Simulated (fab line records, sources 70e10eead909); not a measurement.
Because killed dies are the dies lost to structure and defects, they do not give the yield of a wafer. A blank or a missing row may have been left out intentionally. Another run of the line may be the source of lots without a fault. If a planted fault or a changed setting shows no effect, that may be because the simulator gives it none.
Chamber matching | flow nand_harc | rie_diel-13 running NHARC_A_CONTACT_ETCH_98: 4 sister chambers
The step etches the open film in C4F6/O2, target depth 20 nm, time 10 s. 15 wafers are shown with their chamber, then 7 later ones without.

== WAFERS WITH THEIR CHAMBER ==
wafer  | chamber | drypump_motor_current_A (A) | showerhead_plenum_p_Torr (Torr) | rf_vpp_V (V)
L841.1 | 2       | 6.2                         | 3.64                            | 541
L841.3 | 3       | 5.6                         | 4.06                            | 550
L841.5 | 3       | 5.6                         | 4.06                            | 549
L843.1 | 2       | 6.2                         | 3.64                            | 541
L843.2 | 3       | 5.6                         | 4.06                            | 550
L843.6 | 2       | 6.2                         | 3.64                            | 542
L844.1 | 0       | 5.1                         | 3.73                            | 542
L844.4 | 3       | 5.6                         | 4.06                            | 549
L844.5 | 0       | 5.1                         | 3.73                            | 543
L845.2 | 2       | 6.3                         | 3.64                            | 540
L845.3 | 0       | 5.2                         | 3.73                            | 543
L845.4 | 1       | 6.0                         | 3.96                            | 546
L848.2 | 3       | 5.6                         | 4.05                            | 550
L848.4 | 2       | 6.2                         | 4.22                            | 555
L848.6 | 2       | 6.2                         | 4.22                            | 554

SIGNATURES, as means of the wafers listed above
reading                  | chamber 0 | chamber 1 | chamber 2 | chamber 3 | scatter within a chamber
drypump_motor_current_A  | 5.133     | 6.000     | 6.217     | 5.600     | 0.0369
showerhead_plenum_p_Torr | 3.7300    | 3.9600    | 3.8333    | 4.0580    | 0.202
rf_vpp_V                 | 542.67    | 546.00    | 545.50    | 549.60    | 4.74
Rule: for each reading, subtract the chamber's mean from the wafer's reading, divide by that reading's scatter and square the result; add these up over the readings and take the root, which gives the wafer's distance from the chamber. If the next closest chamber is less than 2 further off than the closest, the wafer can't be placed; otherwise it belongs to the closest. The scatter: the root of (the sum of the squares of (reading less its chamber's mean) over the shown wafers, divided by (wafers less chambers)).

== WAFERS WITH NO CHAMBER GIVEN ==
wafer  | drypump_motor_current_A (A) | showerhead_plenum_p_Torr (Torr) | rf_vpp_V (V)
L849.3 | 6.2                         | 4.22                            | 553
L849.4 | 5.6                         | 4.05                            | 550
L849.5 | 6.0                         | 3.96                            | 547
L852.5 | 5.1                         | 3.73                            | 544
L855.4 | 6.3                         | 4.22                            | 554
L856.4 | 6.2                         | 4.22                            | 553
L856.5 | 5.1                         | 3.72                            | 544

== CHAMBER TAKEN BY EACH ==
wafer  | from the rows above | in truth
L849.3 | 2                   | 2
L849.4 | 3                   | 3
L849.5 | 1                   | 1
L852.5 | 0                   | 0
L855.4 | 2                   | 2
L856.4 | 2                   | 2
L856.5 | 0                   | 0
7 of 7 placed correctly. Left unplaced by these rows: 0. Number placed wrongly: 0.
